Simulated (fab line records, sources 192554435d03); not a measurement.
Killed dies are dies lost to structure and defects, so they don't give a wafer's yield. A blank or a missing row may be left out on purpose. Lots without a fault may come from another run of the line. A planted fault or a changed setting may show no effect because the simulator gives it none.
fab line records | flow n5_finfet
record lots=5 wafers=15 last_day=17
route steps=1938 shown BEOL_M3@985
lots that met no fault: from a run of the same line without faults
start_h: hours from the record's first day to the start of the lot's first wafer shown | wait_h: hours since the lot's step before | " the same as in the row above | L1.1+2: a row that stands for several wafers | - no value, or no start given | * or withheld: withheld | < > ~ a bound
route shown NAME@n: a module of which the file shows steps, and the number in the route of the first | usual: mean/standard deviation of fault-free wafers | same: alike in all rows | chamber/n: place in a boat | sites: the reading at each site | _std_site: their standard deviation | _edge_site: outer sites' mean less inner sites' | radius_mm: how far each site lies from the wafer's centre | mask NAME#n: copy n | behind: the tool/chamber that last shaped the wafer | hold: why the lot was held/for how many hours/how that ended | device: the transistor (n, p or np) that didn't switch | end of line: the same wafers' tests at the end of the route | a step without rows: its recipe alone | killed: dies lost to structure and defects at the first sort, not the wafer's yield | map: a wafer's dies, x killed, . not, _ none there
set.NAME: the setting as run; set.NAME@STEP: as run at that earlier step | model.NAME: the simulator's own value behind a step, which no gauge read
lots at some steps of the route; a table a step, a row a wafer
services: from which hour (start_h, from the record's first day; less than 0 if before it) a tool's chamber was out of use, for how many hours, and why
## steps
# step N5_BEOL_M3_SRD_40
# recipe time_s=30 temp_c=23 rinse_liquid=diw dry=ipa_marangoni
# usual temp_c=23.01/0.11
# columns lot.wafer tool chamber start_h wait_h temp_c
L076.3 wet_bench-01 4 188.96 0.0 22.96
L076.4 " 7 " " 23.08
L076.6 " 6 " " 23.08
L086.1 wet_bench-02 1 236.37 0.0 22.96
L086.4 " 7 " " 22.90
L086.5 " 6 " " 23.10
L087.1 wet_bench-06 1 250.03 0.0 23.23
L087.2 " 3 " " 23.12
L087.6 " 6 " " 23.10
L089.2 wet_bench-06 1 261.20 0.0 23.01
L089.4 " 4 " " 23.10
L089.6 " 5 " " 22.88
L092.1 wet_bench-06 7 278.50 0.0 23.00
L092.3 " 6 " " 22.95
L092.5 " 5 " " 22.98
# step N5_BEOL_M3_PRECLEAN_42
# recipe chemistry=residue_remover time_s=60 temp_c=40
# usual bath_guard_temp_C=39.8/0.54 temp_c=39.99/0.11
# columns lot.wafer tool chamber start_h wait_h bath_guard_temp_C temp_c
L076.3 wet_bench-01 4 188.97 0.0 39.8 39.99
L076.4 " 7 " " 39.7 39.91
L076.6 " 6 " " 39.9 39.91
L086.1 wet_bench-02 1 236.38 0.0 39.9 40.04
L086.4 " 7 " " 39.2 40.06
L086.5 " 6 " " 40.3 40.09
L087.1 wet_bench-06 1 250.05 0.0 40.9 40.08
L087.2 " 3 " " 39.6 39.97
L087.6 " 6 " " 39.7 39.96
L089.2 wet_bench-06 1 261.22 0.0 40.7 39.90
L089.4 " 4 " " 39.4 40.22
L089.6 " 5 " " 39.1 40.05
L092.1 wet_bench-06 7 278.54 0.0 40.6 40.04
L092.3 " 6 " " 39.5 39.88
L092.5 " 5 " " 39.3 40.06
# step N5_BEOL_M3_SRD_43
# recipe time_s=30 temp_c=23 rinse_liquid=diw dry=ipa_marangoni
# usual temp_c=23.00/0.1
# columns lot.wafer tool chamber start_h wait_h temp_c
L076.3 wet_bench-01 4 188.99 0.0 22.90
L076.4 " 7 " " 22.91
L076.6 " 6 " " 22.92
L086.1 wet_bench-02 1 236.40 0.0 22.94
L086.4 " 7 " " 22.90
L086.5 " 6 " " 23.01
L087.1 wet_bench-06 1 250.07 0.0 23.02
L087.2 " 3 " " 22.87
L087.6 " 6 " " 23.13
L089.2 wet_bench-06 1 261.24 0.0 22.88
L089.4 " 4 " " 23.10
L089.6 " 5 " " 22.87
L092.1 wet_bench-06 7 278.57 0.0 23.01
L092.3 " 6 " " 22.96
L092.5 " 5 " " 23.00
# step N5_BEOL_M3_CD_MEAS_35
# recipe target_cd_nm=18 target_cd_y_nm=21 polarity=opening
# usual cd_nm=17.9/0.38
# columns lot.wafer tool chamber start_h wait_h cd_nm
L076.3 cd_sem-01 - 189.03 0.0 17.8
L076.4 " - " " 18.3
L076.6 " - " " 18.2
L086.1 cd_sem-02 - 236.44 0.0 18.0
L086.4 " - " " 18.0
L086.5 " - " " 18.0
L087.1 cd_sem-03 - 250.11 0.0 17.7
L087.2 " - " " 17.6
L087.6 " - " " 18.4
L089.2 cd_sem-02 - 261.28 0.0 17.8
L089.4 " - " " 17.7
L089.6 " - " " 17.9
L092.1 cd_sem-01 - 278.63 0.0 18.6
L092.3 " - " " 17.8
L092.5 " - " " 17.9
# step N5_BEOL_M3_DEGAS_44
# recipe ambient=vacuum temp_c=250 time_s=60
# usual heater_power_w=330/28
# columns lot.wafer tool chamber start_h wait_h heater_power_w
L076.3 pvd_sputter-02 - 189.51 0.5 307
L076.4 " - " " 328
L076.6 " - " " 331
L086.1 pvd_sputter-03 - 236.50 0.1 373
L086.4 " - " " 338
L086.5 " - " " 379
L087.1 pvd_sputter-02 - 250.46 0.3 332
L087.2 " - " " 307
L087.6 " - " " 331
L089.2 pvd_sputter-02 - 261.37 0.1 323
L089.4 " - " " 332
L089.6 " - " " 325
L092.1 pvd_sputter-01 - 279.25 0.6 397
L092.3 " - " " 309
L092.5 " - " " 318
# step N5_BEOL_M3_PRE_CLEAN_45
# recipe gas=H2/He time_s=30 temp_c=250
# usual heater_power_w=330/29
# columns lot.wafer tool chamber start_h wait_h heater_power_w
L076.3 pvd_sputter-02 - 189.55 0.0 305
L076.4 " - " " 323
L076.6 " - " " 329
L086.1 pvd_sputter-03 - 236.54 0.0 364
L086.4 " - " " 333
L086.5 " - " " 374
L087.1 pvd_sputter-02 - 250.50 0.0 337
L087.2 " - " " 310
L087.6 " - " " 328
L089.2 pvd_sputter-02 - 261.41 0.0 332
L089.4 " - " " 335
L089.6 " - " " 331
L092.1 pvd_sputter-01 - 279.29 0.0 378
L092.3 " - " " 309
L092.5 " - " " 307
# step N5_BEOL_M3_ALD_84
# recipe material=TaN target_thk_a=* temp_c=275 ald_precursor_family=PDMAT ald_co_reactant=NH3 pressure_torr=3 carrier_flow_sccm=1500 pulse_time_s=2 purge_time_s=3 co_reactant_purge_time_s=2 co_reactant_pulse_time_s=3 ald_cycles=30 precursor_vessel_temp_c=75 precursor_vessel_pressure_torr=26.25 precursor_vessel_carrier_sccm=1000
# usual heater_power_w=426/43
# same co_reactant_pulse_time_s=3 pulse_time_s=2
# columns lot.wafer tool chamber start_h wait_h heater_power_w
L076.3 ald_metal-03 2 189.61 0.0 483
L076.4 " 0 " " 426
L076.6 " 3 " " 336
L086.1 ald_metal-04 3 236.74 0.2 451
L086.4 " 2 " " 468
L086.5 " 0 " " 394
L087.1 ald_metal-04 1 250.56 0.0 441
L087.2 " 2 " " 484
L087.6 " 3 " " 442
L089.2 ald_metal-02 0 261.50 0.1 431
L089.4 " 3 " " 420
L089.6 " 0 " " 419
L092.1 ald_metal-02 2 279.37 0.1 437
L092.3 " 0 " " 422
L092.5 " 3 " " 412
# step N5_BEOL_M3_SURFACE_TREAT_85
# recipe gas=Ar time_s=* ion_energy_ev=* ion_current_ma_cm2=0.5 pressure_mtorr=* ar_flow_sccm=30
# usual throttle_valve_pct=*
# columns lot.wafer tool chamber start_h wait_h throttle_valve_pct
L076.3 pvd_sputter-01 - 189.89 0.2 *
L076.4 " - " " *
L076.6 " - " " *
L086.1 pvd_sputter-03 - 236.97 0.1 *
L086.4 " - " " *
L086.5 " - " " *
L087.1 pvd_sputter-02 - 250.82 0.2 *
L087.2 " - " " *
L087.6 " - " " *
L089.2 pvd_sputter-01 - 261.72 0.1 *
L089.4 " - " " *
L089.6 " - " " *
L092.1 pvd_sputter-01 - 279.65 0.2 *
L092.3 " - " " *
L092.5 " - " " *
# step N5_BEOL_M3_CVD_47
# recipe material=Co target_thk_a=30 temp_c=withheld precursor=CCTBA/H2 pressure_torr=30 time_s=223.8
# columns lot.wafer tool chamber start_h wait_h
L076.3+4+6 cvd_co-02 0,1,0 190.01 0.1
L086.1+4+5 cvd_co-02 1,2,1 237.17 0.2
L087.1+2+6 cvd_co-02 0,1,2 250.88 0.0
L089.2+4+6 cvd_co-01 1,2,0 261.88 0.1
L092.1+3+5 cvd_co-02 1,0,1 279.71 0.0
# step N5_BEOL_M3_SPUTTER_48
# recipe material=Cu target_thk_a=45 temp_c=-20 chamber_pressure_pa=0.07 power_w=withheld time_s=8.29
# usual throttle_valve_pct=30.1/1.4
# columns lot.wafer tool chamber start_h wait_h throttle_valve_pct
L076.3 pvd_sputter-01 - 190.18 0.1 31.0
L076.4 " - " " 29.3
L076.6 " - " " 29.6
L086.1 pvd_sputter-01 - 237.60 0.4 30.4
L086.4 " - " " 29.7
L086.5 " - " " 29.7
L087.1 pvd_sputter-03 - 251.04 0.1 30.0
L087.2 " - " " 33.6
L087.6 " - " " 27.1
L089.2 pvd_sputter-01 - 262.05 0.1 28.8
L089.4 " - " " 29.7
L089.6 " - " " 31.1
L092.1 pvd_sputter-01 - 279.87 0.1 30.7
L092.3 " - " " 28.9
L092.5 " - " " 29.5
# step N5_BEOL_M3_ANNEAL_49
# recipe temp_c=400 time_s=240 ambient=vacuum
# usual heater_power_w=827/95
# columns lot.wafer tool chamber start_h wait_h heater_power_w
L076.3 pvd_sputter-01 - 190.26 0.0 946
L076.4 " - " " 777
L076.6 " - " " 780
L086.1 pvd_sputter-01 - 237.68 0.0 653
L086.4 " - " " 772
L086.5 " - " " 797
L087.1 pvd_sputter-03 - 251.12 0.0 799
L087.2 " - " " 933
L087.6 " - " " 839
L089.2 pvd_sputter-01 - 262.13 0.0 780
L089.4 " - " " 775
L089.6 " - " " 989
L092.1 pvd_sputter-01 - 279.95 0.0 654
L092.3 " - " " 791
L092.5 " - " " 778
# step N5_BEOL_M3_SPUTTER_79
# recipe material=Cu target_thk_a=45 temp_c=-20 chamber_pressure_pa=0.07 power_w=withheld time_s=8.29
# usual throttle_valve_pct=30.1/1.4
# columns lot.wafer tool chamber start_h wait_h throttle_valve_pct
L076.3 pvd_sputter-01 - 190.40 0.1 31.1
L076.4 " - " " 28.9
L076.6 " - " " 29.5
L086.1 pvd_sputter-01 - 237.82 0.1 30.4
L086.4 " - " " 29.5
L086.5 " - " " 29.7
L087.1 pvd_sputter-03 - 251.26 0.1 30.1
L087.2 " - " " 33.7
L087.6 " - " " 27.1
L089.2 pvd_sputter-01 - 262.27 0.1 28.7
L089.4 " - " " 29.6
L089.6 " - " " 30.9
L092.1 pvd_sputter-01 - 280.09 0.1 30.9
L092.3 " - " " 28.7
L092.5 " - " " 29.7
# step N5_BEOL_M3_ANNEAL_80
# recipe temp_c=400 time_s=240 ambient=vacuum
# usual heater_power_w=828/94
# columns lot.wafer tool chamber start_h wait_h heater_power_w
L076.3 pvd_sputter-01 - 190.48 0.0 976
L076.4 " - " " 781
L076.6 " - " " 791
L086.1 pvd_sputter-01 - 237.90 0.0 674
L086.4 " - " " 782
L086.5 " - " " 771
L087.1 pvd_sputter-03 - 251.34 0.0 821
L087.2 " - " " 939
L087.6 " - " " 857
L089.2 pvd_sputter-01 - 262.35 0.0 775
L089.4 " - " " 774
L089.6 " - " " 986
L092.1 pvd_sputter-01 - 280.17 0.0 654
L092.3 " - " " 759
L092.5 " - " " 764
# step N5_BEOL_M3_SPUTTER_81
# recipe material=Cu target_thk_a=45 temp_c=-20 chamber_pressure_pa=0.07 power_w=withheld time_s=8.29
# usual throttle_valve_pct=30.1/1.4
# columns lot.wafer tool chamber start_h wait_h throttle_valve_pct
L076.3 pvd_sputter-01 - 190.62 0.1 31.0
L076.4 " - " " 29.0
L076.6 " - " " 29.5
L086.1 pvd_sputter-01 - 238.04 0.1 30.8
L086.4 " - " " 29.5
L086.5 " - " " 29.7
L087.1 pvd_sputter-03 - 251.48 0.1 30.1
L087.2 " - " " 33.9
L087.6 " - " " 27.3
L089.2 pvd_sputter-01 - 262.49 0.1 28.6
L089.4 " - " " 29.7
L089.6 " - " " 30.9
L092.1 pvd_sputter-01 - 280.31 0.1 30.7
L092.3 " - " " 29.0
L092.5 " - " " 29.5
# step N5_BEOL_M3_ANNEAL_82
# recipe temp_c=400 time_s=240 ambient=vacuum
# usual heater_power_w=829/95
# columns lot.wafer tool chamber start_h wait_h heater_power_w
L076.3 pvd_sputter-01 - 190.70 0.0 960
L076.4 " - " " 809
L076.6 " - " " 786
L086.1 pvd_sputter-01 - 238.12 0.0 648
L086.4 " - " " 756
L086.5 " - " " 796
L087.1 pvd_sputter-03 - 251.56 0.0 782
L087.2 " - " " 914
L087.6 " - " " 839
L089.2 pvd_sputter-01 - 262.57 0.0 771
L089.4 " - " " 793
L089.6 " - " " 982
L092.1 pvd_sputter-01 - 280.39 0.0 662
L092.3 " - " " 784
L092.5 " - " " 768
# step N5_BEOL_M3_SPUTTER_86
# recipe material=Cu target_thk_a=45 temp_c=-20 chamber_pressure_pa=0.07 power_w=withheld time_s=8.29
# usual throttle_valve_pct=30.1/1.4
# columns lot.wafer tool chamber start_h wait_h throttle_valve_pct
L076.3 pvd_sputter-01 - 190.84 0.1 31.1
L076.4 " - " " 28.7
L076.6 " - " " 29.4
L086.1 pvd_sputter-01 - 238.26 0.1 30.6
L086.4 " - " " 29.7
L086.5 " - " " 29.6
L087.1 pvd_sputter-03 - 251.70 0.1 30.1
L087.2 " - " " 33.7
L087.6 " - " " 27.8
L089.2 pvd_sputter-01 - 262.71 0.1 28.9
L089.4 " - " " 29.8
L089.6 " - " " 31.0
L092.1 pvd_sputter-01 - 280.53 0.1 30.4
L092.3 " - " " 28.8
L092.5 " - " " 29.4
# step N5_BEOL_M3_ANNEAL_87
# recipe temp_c=400 time_s=240 ambient=vacuum
# usual heater_power_w=827/94
# columns lot.wafer tool chamber start_h wait_h heater_power_w
L076.3 pvd_sputter-01 - 190.92 0.0 945
L076.4 " - " " 768
L076.6 " - " " 786
L086.1 pvd_sputter-01 - 238.34 0.0 648
L086.4 " - " " 773
L086.5 " - " " 765
L087.1 pvd_sputter-03 - 251.78 0.0 794
L087.2 " - " " 926
L087.6 " - " " 865
L089.2 pvd_sputter-01 - 262.79 0.0 784
L089.4 " - " " 770
L089.6 " - " " 955
L092.1 pvd_sputter-01 - 280.61 0.0 654
L092.3 " - " " 778
L092.5 " - " " 769
# step N5_BEOL_M3_SPUTTER_88
# recipe material=Cu target_thk_a=45 temp_c=-20 chamber_pressure_pa=0.07 power_w=withheld time_s=8.29
# usual throttle_valve_pct=30.1/1.4
# columns lot.wafer tool chamber start_h wait_h throttle_valve_pct
L076.3 pvd_sputter-01 - 191.06 0.1 31.0
L076.4 " - " " 29.0
L076.6 " - " " 29.8
L086.1 pvd_sputter-01 - 238.48 0.1 30.5
L086.4 " - " " 29.4
L086.5 " - " " 29.5
L087.1 pvd_sputter-03 - 251.92 0.1 29.9
L087.2 " - " " 33.5
L087.6 " - " " 27.5
L089.2 pvd_sputter-01 - 262.93 0.1 28.9
L089.4 " - " " 29.7
L089.6 " - " " 31.3
L092.1 pvd_sputter-01 - 280.75 0.1 30.8
L092.3 " - " " 28.8
L092.5 " - " " 29.6
# step N5_BEOL_M3_ANNEAL_89
# recipe temp_c=400 time_s=240 ambient=vacuum
# usual heater_power_w=827/94
# columns lot.wafer tool chamber start_h wait_h heater_power_w
L076.3 pvd_sputter-01 - 191.14 0.0 954
L076.4 " - " " 774
L076.6 " - " " 767
L086.1 pvd_sputter-01 - 238.56 0.0 656
L086.4 " - " " 770
L086.5 " - " " 779
L087.1 pvd_sputter-03 - 252.00 0.0 806
L087.2 " - " " 945
L087.6 " - " " 842
L089.2 pvd_sputter-01 - 263.01 0.0 789
L089.4 " - " " 773
L089.6 " - " " 977
L092.1 pvd_sputter-01 - 280.83 0.0 666
L092.3 " - " " 782
L092.5 " - " " 765
# step N5_BEOL_M3_SPUTTER_90
# recipe material=Cu target_thk_a=45 temp_c=-20 chamber_pressure_pa=0.07 power_w=withheld time_s=8.29
# usual throttle_valve_pct=30.1/1.4
# columns lot.wafer tool chamber start_h wait_h throttle_valve_pct
L076.3 pvd_sputter-01 - 191.28 0.1 30.8
L076.4 " - " " 28.7
L076.6 " - " " 29.8
L086.1 pvd_sputter-01 - 238.70 0.1 30.4
L086.4 " - " " 29.7
L086.5 " - " " 29.7
L087.1 pvd_sputter-03 - 252.14 0.1 30.0
L087.2 " - " " 33.8
L087.6 " - " " 27.4
L089.2 pvd_sputter-01 - 263.15 0.1 28.6
L089.4 " - " " 29.6
L089.6 " - " " 30.9
L092.1 pvd_sputter-01 - 280.97 0.1 30.5
L092.3 " - " " 28.7
L092.5 " - " " 29.6
# step N5_BEOL_M3_ANNEAL_91
# recipe temp_c=400 time_s=240 ambient=vacuum
# usual heater_power_w=828/96
# columns lot.wafer tool chamber start_h wait_h heater_power_w
L076.3 pvd_sputter-01 - 191.36 0.0 957
L076.4 " - " " 757
L076.6 " - " " 778
L086.1 pvd_sputter-01 - 238.78 0.0 661
L086.4 " - " " 776
L086.5 " - " " 774
L087.1 pvd_sputter-03 - 252.22 0.0 801
L087.2 " - " " 937
L087.6 " - " " 854
L089.2 pvd_sputter-01 - 263.23 0.0 769
L089.4 " - " " 768
L089.6 " - " " 964
L092.1 pvd_sputter-01 - 281.05 0.0 664
L092.3 " - " " 778
L092.5 " - " " 785
# step N5_BEOL_M3_SPUTTER_92
# recipe material=Cu target_thk_a=45 temp_c=-20 chamber_pressure_pa=0.07 power_w=withheld time_s=8.29
# usual throttle_valve_pct=30.1/1.4
# columns lot.wafer tool chamber start_h wait_h throttle_valve_pct
L076.3 pvd_sputter-01 - 191.50 0.1 31.3
L076.4 " - " " 28.8
L076.6 " - " " 29.7
L086.1 pvd_sputter-01 - 238.92 0.1 30.9
L086.4 " - " " 29.9
L086.5 " - " " 29.5
L087.1 pvd_sputter-03 - 252.36 0.1 30.1
L087.2 " - " " 33.7
L087.6 " - " " 27.2
L089.2 pvd_sputter-01 - 263.37 0.1 28.7
L089.4 " - " " 29.5
L089.6 " - " " 31.3
L092.1 pvd_sputter-01 - 281.19 0.1 30.4
L092.3 " - " " 28.8
L092.5 " - " " 29.5
# step N5_BEOL_M3_ANNEAL_93
# recipe temp_c=400 time_s=240 ambient=vacuum
# usual heater_power_w=827/96
# columns lot.wafer tool chamber start_h wait_h heater_power_w
L076.3 pvd_sputter-01 - 191.58 0.0 991
L076.4 " - " " 776
L076.6 " - " " 789
L086.1 pvd_sputter-01 - 239.00 0.0 661
L086.4 " - " " 807
L086.5 " - " " 768
L087.1 pvd_sputter-03 - 252.44 0.0 817
L087.2 " - " " 920
L087.6 " - " " 835
L089.2 pvd_sputter-01 - 263.45 0.0 790
L089.4 " - " " 767
L089.6 " - " " 971
L092.1 pvd_sputter-01 - 281.27 0.0 660
L092.3 " - " " 778
L092.5 " - " " 762
# step N5_BEOL_M3_SPUTTER_94
# recipe material=Cu target_thk_a=45 temp_c=-20 chamber_pressure_pa=0.07 power_w=withheld time_s=8.29
# usual throttle_valve_pct=30.1/1.4
# columns lot.wafer tool chamber start_h wait_h throttle_valve_pct
L076.3 pvd_sputter-01 - 191.72 0.1 30.9
L076.4 " - " " 29.1
L076.6 " - " " 29.6
L086.1 pvd_sputter-01 - 239.14 0.1 30.8
L086.4 " - " " 29.7
L086.5 " - " " 29.5
L087.1 pvd_sputter-03 - 252.58 0.1 29.9
L087.2 " - " " 33.6
L087.6 " - " " 27.3
L089.2 pvd_sputter-01 - 263.59 0.1 29.1
L089.4 " - " " 29.7
L089.6 " - " " 31.0
L092.1 pvd_sputter-01 - 281.41 0.1 30.5
L092.3 " - " " 28.8
L092.5 " - " " 29.6
# step N5_BEOL_M3_ANNEAL_95
# recipe temp_c=400 time_s=240 ambient=vacuum
# usual heater_power_w=828/94
# columns lot.wafer tool chamber start_h wait_h heater_power_w
L076.3 pvd_sputter-01 - 191.80 0.0 956
L076.4 " - " " 809
L076.6 " - " " 813
L086.1 pvd_sputter-01 - 239.22 0.0 666
L086.4 " - " " 784
L086.5 " - " " 787
L087.1 pvd_sputter-03 - 252.66 0.0 798
L087.2 " - " " 926
L087.6 " - " " 859
L089.2 pvd_sputter-01 - 263.67 0.0 793
L089.4 " - " " 793
L089.6 " - " " 986
L092.1 pvd_sputter-01 - 281.49 0.0 647
L092.3 " - " " 804
L092.5 " - " " 770
# step N5_BEOL_M3_SPUTTER_96
# recipe material=Cu target_thk_a=45 temp_c=-20 chamber_pressure_pa=0.07 power_w=withheld time_s=8.29
# usual throttle_valve_pct=30.1/1.4
# columns lot.wafer tool chamber start_h wait_h throttle_valve_pct
L076.3 pvd_sputter-01 - 191.94 0.1 31.0
L076.4 " - " " 29.1
L076.6 " - " " 29.6
L086.1 pvd_sputter-01 - 239.36 0.1 30.4
L086.4 " - " " 29.7
L086.5 " - " " 29.5
L087.1 pvd_sputter-03 - 252.80 0.1 30.2
L087.2 " - " " 33.9
L087.6 " - " " 27.2
L089.2 pvd_sputter-01 - 263.81 0.1 28.9
L089.4 " - " " 29.7
L089.6 " - " " 31.2
L092.1 pvd_sputter-01 - 281.63 0.1 30.6
L092.3 " - " " 29.0
L092.5 " - " " 29.6
# step N5_BEOL_M3_ECD_50
# recipe material=Cu target_thk_a=3000
# columns lot.wafer tool chamber start_h wait_h
L076.3+4+6 ecd_cu-02 0,1,0 192.08 0.1
L086.1+4+5 ecd_cu-01 1 239.47 0.1
L087.1+2+6 ecd_cu-01 0,1,1 252.91 0.1
L089.2+4+6 ecd_cu-02 1,0,1 263.92 0.1
L092.1+3+5 ecd_cu-01 0,0,1 281.74 0.1
# step N5_BEOL_M3_ANNEAL_51
# recipe temp_c=225 time_s=90 ambient=N2
# usual wafer_temp_C_max=226.4/0.46
# columns lot.wafer tool chamber start_h wait_h wafer_temp_C_max
L076.3 rtp_anneal-01 0 192.23 0.1 226.7
L076.4 " 0 " " 227.6
L076.6 " 0 " " 226.9
L086.1 rtp_anneal-02 0 240.50 1.0 225.9
L086.4 " 0 " " 226.5
L086.5 " 0 " " 226.0
L087.1 rtp_anneal-02 0 253.24 0.3 226.5
L087.2 " 0 " " 226.0
L087.6 " 0 " " 227.1
L089.2 rtp_anneal-02 0 264.05 0.1 226.0
L089.4 " 0 " " 226.0
L089.6 " 0 " " 226.1
L092.1 rtp_anneal-02 0 281.82 0.1 226.4
L092.3 " 0 " " 226.1
L092.5 " 0 " " 226.0
# step N5_BEOL_M3_CMP_52
# recipe stop_on=SiOC t_overpolish_s=6.8 down_force_psi=1 platen_rpm=50 clearing_platen_down_force_psi=1.5 clearing_platen_rpm=50 post_cmp_clean=cu_alkaline target_thk_nm=40 clearing_platen_pad_velocity_m_s=0.99484 pad_velocity_m_s=0.99484
# usual barrier_field_endpoint_s=24.8/0.63 head_pressure_psi=0.9998/0.0023 motor_current_A=6.2/0.63 overpolish_run_s=6.800/0.0089 time_to_endpoint_s=62/3.1
# columns lot.wafer tool chamber start_h wait_h barrier_field_endpoint_s head_pressure_psi motor_current_A overpolish_run_s time_to_endpoint_s
L076.3 cmp-03 0 192.47 0.2 25.4 1.0010 7.4 6.806 67
L076.4 " 1 " " 25.1 0.9991 6.9 6.800 64
L076.6 " 0 " " 25.6 0.9983 7.0 6.779 66
L086.4 cmp-02 0 240.80 0.1 24.9 0.9986 6.4 6.794 60
L086.1 " 3 " " 24.0 1.0013 6.2 6.796 56
L086.5 " 0 " " 24.8 0.9991 6.2 6.800 57
L087.1 cmp-01 1 253.57 0.3 23.9 0.9994 6.4 6.806 65
L087.2 " 3 " " 24.6 0.9987 5.3 6.801 62
L087.6 " 1 " " 25.5 1.0019 6.9 6.797 65
L089.2 cmp-03 0 264.30 0.2 24.2 0.9995 6.9 6.800 63
L089.4 " 2 " " 25.8 1.0017 6.2 6.793 67
L089.6 " 0 " " 24.5 1.0008 7.0 6.804 62
L092.1 cmp-01 1 282.12 0.3 24.5 1.0038 6.2 6.805 59
L092.3 " 2 " " 23.3 0.9986 5.6 6.782 57
L092.5 " 1 " " 25.1 1.0041 6.2 6.781 61
# step N5_BEOL_M3_THK_MEAS_53
# recipe thk_meas_gauge=xrf reads=Cu_of_BEOL_M3_ECD_50
# usual M3_THK=39.6/1.5
# columns lot.wafer tool chamber start_h wait_h M3_THK[nm]
L076.3 film_metro-02 - 192.73 - 38.4
L076.4 " - " " 41.8
L076.6 " - " " 41.2
L086.1 film_metro-01 - 241.09 - 36.5
L086.4 " - " " 39.2
L086.5 " - " " 39.2
L087.1 film_metro-02 - 253.83 - 37.6
L087.2 " - " " 38.9
L087.6 " - " " 42.4
L089.2 film_metro-01 - 264.60 - 41.5
L089.4 " - " " 40.8
L089.6 " - " " 40.0
L092.1 film_metro-01 - 282.41 - 40.4
L092.3 " - " " 39.6
L092.5 " - " " 40.2
# step N5_BEOL_M3_PRE_CLEAN_60
# recipe gas=NH3/H2 time_s=15 temp_c=* rf_power_w=300
# usual heater_power_w=84/7.2
# columns lot.wafer tool chamber start_h wait_h heater_power_w
L076.3 cvd_co-02 2 192.76 0.0 84
L076.4 " 0 " " 73
L076.6 " 2 " " 84
L086.1 cvd_co-02 0 241.13 0.0 76
L086.4 " 1 " " 89
L086.5 " 2 " " 83
L087.1 cvd_co-01 1 253.87 0.0 85
L087.2 " 0 " " 93
L087.6 " 0 " " 93
L089.2 cvd_co-02 0 264.63 0.0 74
L089.4 " 2 " " 86
L089.6 " 0 " " 77
L092.1 cvd_co-02 2 282.45 0.0 88
L092.3 " 1 " " 87
L092.5 " 1 " " 89
# step N5_BEOL_M3_CO_CAP_55
# recipe material=Co target_thk_a=20 temp_c=200 precursor=CCTBA/H2 pressure_torr=30 time_s=102.1
# usual heater_power_w=234/9.9
# columns lot.wafer tool chamber start_h wait_h heater_power_w
L076.3 cvd_co-02 2 192.80 0.0 232
L076.4 " 0 " " 221
L076.6 " 2 " " 235
L086.1 cvd_co-02 0 241.17 0.0 226
L086.4 " 1 " " 241
L086.5 " 2 " " 232
L087.1 cvd_co-01 1 253.91 0.0 229
L087.2 " 0 " " 241
L087.6 " 0 " " 238
L089.2 cvd_co-02 0 264.67 0.0 221
L089.4 " 2 " " 239
L089.6 " 0 " " 224
L092.1 cvd_co-02 2 282.49 0.0 240
L092.3 " 1 " " 249
L092.5 " 1 " " 240
# step N5_BEOL_M3_PRE_CLEAN_56
# recipe gas=NH3 time_s=15 temp_c=withheld rf_power_w=300
# columns lot.wafer tool chamber start_h wait_h
L076.3+4+6 pecvd-04 2,1,0 192.90 0.1
L086.1+4+5 pecvd-02 0,2,0 241.26 0.1
L087.1+2+6 pecvd-04 2,0,2 254.00 0.1
L089.2+4+6 pecvd-04 1,0,2 264.77 0.1
L092.1+3+5 pecvd-01 2,0,2 282.58 0.1
# step N5_BEOL_M3_DEP_57
# recipe material=SiCN target_thk_a=80 temp_c=withheld precursor=3MS/NH3 pressure_torr=3 rf_w=202 time_s=14
# usual showerhead_plenum_p_Torr=3.661/0.017 throttle_valve_pct=9.0/0.33
# columns lot.wafer tool chamber start_h wait_h showerhead_plenum_p_Torr throttle_valve_pct
L076.3 pecvd-04 2 192.92 0.0 3.666 8.8
L076.4 " 1 " " 3.636 8.4
L076.6 " 0 " " 3.685 9.1
L086.1 pecvd-02 0 241.29 0.0 3.673 8.9
L086.4 " 2 " " 3.678 9.0
L086.5 " 0 " " 3.677 9.0
L087.1 pecvd-04 2 254.02 0.0 3.675 8.6
L087.2 " 0 " " 3.687 9.2
L087.6 " 2 " " 3.666 8.9
L089.2 pecvd-04 1 264.79 0.0 3.651 8.4
L089.4 " 0 " " 3.691 9.1
L089.6 " 2 " " 3.683 8.9
L092.1 pecvd-01 2 282.61 0.0 3.654 8.5
L092.3 " 0 " " 3.635 8.8
L092.5 " 2 " " 3.653 8.6
# step N5_BEOL_M3_RS_MEAS_58
# recipe thk_meas_gauge=four-point-probe reads=Co_of_BEOL_M3_CO_CAP_55+Cu_of_BEOL_M3_ECD_50+Co_of_BEOL_M3_CVD_47+TaN_of_BEOL_M3_ALD_84
# usual M3_RS=0.67/0.032
# columns lot.wafer tool chamber start_h wait_h M3_RS[ohm/sq]
L076.3 film_metro-01 - 192.99 0.1 0.70
L076.4 " - " " 0.63
L076.6 " - " " 0.64
L086.1 film_metro-02 - 241.35 0.0 0.73
L086.4 " - " " 0.67
L086.5 " - " " 0.67
L087.1 film_metro-01 - 254.09 0.0 0.71
L087.2 " - " " 0.69
L087.6 " - " " 0.61
L089.2 film_metro-01 - 264.86 0.1 0.64
L089.4 " - " " 0.65
L089.6 " - " " 0.67
L092.1 film_metro-01 - 282.67 0.0 0.64
L092.3 " - " " 0.67
L092.5 " - " " 0.65
# step N5_BEOL_M3_INSPECT_59
# recipe inspect_instrument=darkfield mode=post_dep
# usual raw_defect_count=77/24
# columns lot.wafer tool chamber start_h wait_h raw_defect_count
L076.3 defect_inspect-01 - 193.01 0.0 52
L076.4 " - " " 48
L076.6 " - " " 80
L086.1 defect_inspect-01 - 241.38 0.0 83
L086.4 " - " " 54
L086.5 " - " " 44
L087.1 defect_inspect-01 - 254.12 0.0 100
L087.2 " - " " 107
L087.6 " - " " 65
L089.2 defect_inspect-01 - 264.88 0.0 85
L089.4 " - " " 81
L089.6 " - " " 48
L092.1 defect_inspect-01 - 282.70 0.0 58
L092.3 " - " " 122
L092.5 " - " " 78
## services
# columns tool chamber start_h hours kind
cvd_co-01 - 171.18 6.9 pm
ald_metal-02 - 180.95 6.0 pm
cmp-01 - 183.94 1.7 repair
ecd_cu-01 - 190.76 7.2 pm
ald_metal-02 3 194.06 22.0 repair
wet_bench-01 - 196.04 31.2 repair
cmp-01 - 200.65 5.8 pm
pvd_sputter-02 - 207.13 4.6 repair
cmp-01 - 213.24 2.2 repair
pecvd-02 - 213.43 0.8 repair
ald_metal-04 2 218.00 7.0 repair
wet_bench-02 - 221.67 2.9 repair
ald_metal-02 - 233.95 8.7 pm
pvd_sputter-03 - 239.40 1.2 repair
cmp-01 - 239.82 5.8 repair
ald_metal-02 2 246.00 30.5 repair
cmp-01 - 247.03 0.3 repair
cmp-01 - 247.35 1.5 repair
cmp-03 - 249.04 4.0 pm
cvd_co-01 - 254.93 1.0 repair
cmp-01 - 260.03 0.9 repair
cmp-01 - 267.74 4.1 pm
cmp-03 - 267.84 23.6 repair
cmp-01 - 277.06 4.0 pm
## key
fault none
